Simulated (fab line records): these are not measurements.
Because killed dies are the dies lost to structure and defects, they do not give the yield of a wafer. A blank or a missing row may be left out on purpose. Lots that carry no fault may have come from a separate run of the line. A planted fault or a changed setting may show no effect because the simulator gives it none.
Which of the tools did it? / flow nand harc / Sampling: 12 lots, 36 wafers, 3 of 1302 route steps

## WHAT THE GAUGES SHOWED, per wafer
NHARC_P_M0_OVL_MEAS_10: pitch 180 nm.
lot=L075; measured=day 6 15:47; on=overlay-01; overlay x nm (nm)=-0.3 -0.5 -1.0
lot=L077; measured=day 7 07:05; on=overlay-01; overlay x nm (nm)=0.5 0.4 0.6
lot=L079; measured=day 8 01:49; on=overlay-01; overlay x nm (nm)=-0.4 -0.8 -0.8
lot=L081; measured=day 8 21:06; on=overlay-02; overlay x nm (nm)=-1.9 -1.6 -0.8
lot=L083; measured=day 9 23:24; on=overlay-01; overlay x nm (nm)=1.4 1.9 1.6
lot=L085; measured=day 10 17:45; on=overlay-02; overlay x nm (nm)=-0.1 -0.8 -0.5
lot=L087; measured=day 11 09:37; on=overlay-02; overlay x nm (nm)=-0.3 0.1 -0.5
lot=L088; measured=day 12 11:39; on=overlay-02; overlay x nm (nm)=-0.9 -0.9 -0.9
lot=L091; measured=day 13 12:25; on=overlay-01; overlay x nm (nm)=0.4 0.7 0.5
lot=L093; measured=day 13 23:56; on=overlay-02; overlay x nm (nm)=-1.4 -1.7 -2.0
lot=L095; measured=day 14 17:34; on=overlay-01; overlay x nm (nm)=0.3 0.2 -0.1
lot=L097; measured=day 15 11:43; on=overlay-01; overlay x nm (nm)=-1.1 -0.7 -0.7

## WHICH TOOL RAN EACH LOT (tool, then ch and the chambers of the sampled wafers, then the start)
lot=L075; NHARC_P_CONTACT_STRIP_28=rie diel-13 ch 0,2,3, day 6 12:42; NHARC_P_CONTACT_ALD_22=ald metal-03 ch 0,2,3, day 6 13:37
lot=L077; NHARC_P_CONTACT_STRIP_28=rie diel-04 ch 0,1,3, day 7 03:56; NHARC_P_CONTACT_ALD_22=ald metal-03 ch 0,1,2, day 7 04:51
lot=L079; NHARC_P_CONTACT_STRIP_28=rie diel-04 ch 0,3, day 7 22:49; NHARC_P_CONTACT_ALD_22=ald metal-01 ch 0,3, day 7 23:41
lot=L081; NHARC_P_CONTACT_STRIP_28=rie diel-08 ch 0,3, day 8 17:59; NHARC_P_CONTACT_ALD_22=ald metal-03 ch 0,1,3, day 8 18:55
lot=L083; NHARC_P_CONTACT_STRIP_28=rie diel-13 ch 0,1,2, day 9 20:25; NHARC_P_CONTACT_ALD_22=ald metal-02 ch 0,2,3, day 9 21:17
lot=L085; NHARC_P_CONTACT_STRIP_28=rie diel-08 ch 0,2,3, day 10 14:36; NHARC_P_CONTACT_ALD_22=ald metal-02 ch 0,1,2, day 10 15:29
lot=L087; NHARC_P_CONTACT_STRIP_28=rie diel-13 ch 0,1,2, day 11 06:40; NHARC_P_CONTACT_ALD_22=ald metal-01 ch 1,2, day 11 07:31
lot=L088; NHARC_P_CONTACT_STRIP_28=rie diel-08 ch 0,2,3, day 12 08:32; NHARC_P_CONTACT_ALD_22=ald metal-02 ch 0,3, day 12 09:22
lot=L091; NHARC_P_CONTACT_STRIP_28=rie diel-04 ch 0,1,2, day 13 09:25; NHARC_P_CONTACT_ALD_22=ald metal-01 ch 0,2,3, day 13 10:17
lot=L093; NHARC_P_CONTACT_STRIP_28=rie diel-13 ch 0,2, day 13 20:55; NHARC_P_CONTACT_ALD_22=ald metal-03 ch 0,1,3, day 13 21:50
lot=L095; NHARC_P_CONTACT_STRIP_28=rie diel-13 ch 0,2,3, day 14 14:26; NHARC_P_CONTACT_ALD_22=ald metal-02 ch 0,1,3, day 14 15:20
lot=L097; NHARC_P_CONTACT_STRIP_28=rie diel-08 ch 0,1,2, day 15 08:34; NHARC_P_CONTACT_ALD_22=ald metal-03 ch 1,2, day 15 09:26
- NHARC_P_CONTACT_STRIP_28: strips in O2.
- NHARC_P_CONTACT_ALD_22: deposits TiN, target thk 3 nm, pulse time 1 s, ald cycles 150.

## THE ANSWER, worked out from the rows above alone
Rule: the lots themselves supply what counts as usual. The widest of any qualifying gaps counts: lots, ordered by their means at a reading, are off when they make up no more than a third of the lots, leave a main group of 4 or more, and stand apart from it by 3 or more times the standard deviation of that group's means. A main group is skipped when, at the precision printed for the reading in the tables above, its means are all equal. Also off: a lot with no number at a reading for which 4 or more lots have one. Where the step has rows for the other lots, those lots are counted as sound.
None of the lots is off at any reading shown; this tells nothing.

## WHAT THE SIMULATOR PUT IN
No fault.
